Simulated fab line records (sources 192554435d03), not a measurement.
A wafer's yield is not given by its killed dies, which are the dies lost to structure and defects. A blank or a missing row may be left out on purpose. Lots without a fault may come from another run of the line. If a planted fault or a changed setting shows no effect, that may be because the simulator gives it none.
8D (eight disciplines) problem report, filled in by code | flow n5-finfet | the parts of the form that need people (team, actions taken, sign-off) are left out
Where a reading is given only as a bound, like >300, the bound stands for it, and a mean or a difference that rests on one is marked > or <: the true number lies beyond.

1. THE ISSUE
raw-defect-count at N5_PASSIVATION_INSPECT_61 reads a mean of >300 on 2 wafers of 2 lots; wafers without a fault read 2.0 with a standard deviation of 1.3. So: +99 or more standard deviations from the usual mean.
The step: inspects for defects (macro).
The first sign was on wafer L532.3 at day 15 23:46, on defect-inspect-01. The record holds 18 wafers of 6 lots with a number at this step. Rule for "out", or "out of limits": more than 4 standard deviations from the usual mean. The other wafers with a number count as sound.

2. WHAT IT IS, AND WHAT IT ISN'T
question                    | is                                   | is not
which readings at this step | raw-defect-count                     | -
which lots                  | L532, L534                           | L519, L523, L537, L539
which wafers of those lots  | L532.3, L534.4                       | L532.2, L532.5, L534.5, L534.6
read on which gauges        | defect-inspect-01, defect-inspect-02 | -
when                        | from day 15 23:46                    | up to then (8 sound wafers); but 8 sound wafers of L534, L537, L539 came after

3. SUSPECTS, AND WHAT RULES EACH OUT
Counting: if a tool at a process step up to the reading ran every lot that is out, it stays a suspect. Sound lots after the first of them don't rule it out here, since some wafers of a struck lot are sound.
- the gauge at N5_PASSIVATION_INSPECT_61 is ruled out. Those wafers that are out were read across 2 gauges (defect-inspect-01, defect-inspect-02).
- rie-diel-06 at N5_MIM_BOT_ETCH_ETCH_04 (etches SiNx in CF4/O2, target depth 26 nm, time 13 s): kept. Ran every lot that is out, first one L532 (day 15 21:03); last sound lot up to then L519 (day 12 14:08).
- rie-diel-04 at N5_MIM_BOT_ETCH_STRIP_01 (strips in O2): kept. Ran every lot that is out, first one L532 (day 15 21:22); last sound lot up to then L519 (day 12 14:37).
- wet-bench-03 at N5_MIM_BOT_ETCH_STRIP_02 (strips in post etch residue remover, time 1200 s): kept. Ran every lot that is out, first one L532 (day 15 21:27); last sound lot up to then L523 (day 13 07:51).
After the count, these remain: rie-diel-06 at N5_MIM_BOT_ETCH_ETCH_04, rie-diel-04 at N5_MIM_BOT_ETCH_STRIP_01 and wet-bench-03 at N5_MIM_BOT_ETCH_STRIP_02.

4. THE CAUSE (what the simulator had put in)
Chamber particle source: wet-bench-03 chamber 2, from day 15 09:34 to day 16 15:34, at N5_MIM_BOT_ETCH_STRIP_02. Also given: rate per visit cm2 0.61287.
This tool is one of the 3 suspects left after counting.

5. THE CHAIN OF EFFECTS, in route order
Each row: a reading where the mean over the struck wafers with a number is more than 3 standard deviations away from the usual. Scope: only readings with a usual standard deviation given in the record; hours: median across lots of the time from each lot's start at the first step in this table that gives one to its start at this step; sigmas: change in usual standard deviations.
hours | step                      | reading              | usual  | on struck wafers | change | sigmas
0     | N5_PASSIVATION_INSPECT_61 | raw-defect-count     | 2.0    | >300             | >+298  | +99 or more
8     | N5_PASSIVATION_PROBE_49   | defect-limited-yield | 91.3 % | 85.8             | -5.5   | -4.0
8     | N5_PASSIVATION_PROBE_49   | killed-at-other      | 3.7    | 93.0             | +89.3  | +32
8     | N5_PASSIVATION_PROBE_49   | killed-dies          | 103    | 168              | +65    | +4.1
8     | N5_PASSIVATION_PROBE_49   | killed-on-rim        | 13     | 26               | +12    | +3.5
8     | N5_PASSIVATION_PROBE_49   | sort_bin_5_function  | 5.1 %  | 9.1              | +4.0   | +4.2
8     | N5_PASSIVATION_PROBE_49   | sort-n-pass          | 1077   | 1012             | -65    | -4.1
8     | N5_PASSIVATION_PROBE_49   | sort-yield-pct       | 91.3 % | 85.8             | -5.5   | -4.0
Here are the process steps it includes:
- N5_PASSIVATION_PROBE_49

6. WHAT WOULD HAVE CAUGHT IT SOONER
Counted from the fault's start at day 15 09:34, it took 14 hours until the first out-of-limits reading at a measuring or inspecting step in this record, taken at day 15 23:46.
Lots out: 2; of these, L534 started N5_MIM_BOT_ETCH_STRIP_02 on wet-bench-03 after day 15 23:46. Holding the tool at that time would have saved it.
